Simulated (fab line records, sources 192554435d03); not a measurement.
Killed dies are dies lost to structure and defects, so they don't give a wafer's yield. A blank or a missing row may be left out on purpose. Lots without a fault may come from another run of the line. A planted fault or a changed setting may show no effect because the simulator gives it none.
Chamber matching | flow n5_finfet | N5_BEOL_M0_SAQP_ETCH_83 on rie_diel-01: 4 sister chambers
The step etches SiARC in CF4, target depth 39 nm, time 65 s. 4 wafers are shown with their chamber, then 9 later ones without.

WAFERS WITH THEIR CHAMBER
wafer  | chamber | showerhead_plenum_p_Torr (Torr)
L086.1 | 1       | 2.09
L089.4 | 3       | 2.10
L089.5 | 0       | 2.23
L089.6 | 2       | 2.16

WAFERS WITHOUT THEIR CHAMBER
wafer  | showerhead_plenum_p_Torr (Torr)
L091.2 | 2.10
L091.3 | 2.22
L091.4 | 2.10
L093.2 | 2.09
L093.4 | 2.15
L093.5 | 2.09
L097.2 | 2.08
L097.5 | 2.08
L097.6 | 2.22

WHICH CHAMBER EACH WENT THROUGH
wafer  | from the rows above     | in truth
L091.2 | can't be placed: 3 or 1 | 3
L091.3 | 0                       | 0
L091.4 | can't be placed: 3 or 1 | 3
L093.2 | can't be placed: 1 or 3 | 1
L093.4 | 2                       | 2
L093.5 | can't be placed: 1 or 3 | 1
L097.2 | can't be placed: 1 or 3 | 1
L097.5 | can't be placed: 1 or 3 | 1
L097.6 | 0                       | 0
Placed correctly: 3 of 9. Can't be placed from these rows: 6 (the true chamber is among the candidates in 6). Placed wrongly: 0.
How it was worked out, from the rows above alone: a wafer's distance from a chamber is the root of the sum, over the readings, of the square of ((its reading less the chamber's mean) divided by the reading's scatter). The wafer belongs to the nearest chamber; if the next one is less than 2 further off, it can't be placed. A chamber's mean is the mean of its shown wafers. The scatter: with one shown wafer a chamber, the root of the mean of the squares of how far each hidden wafer lies from its nearest shown one.
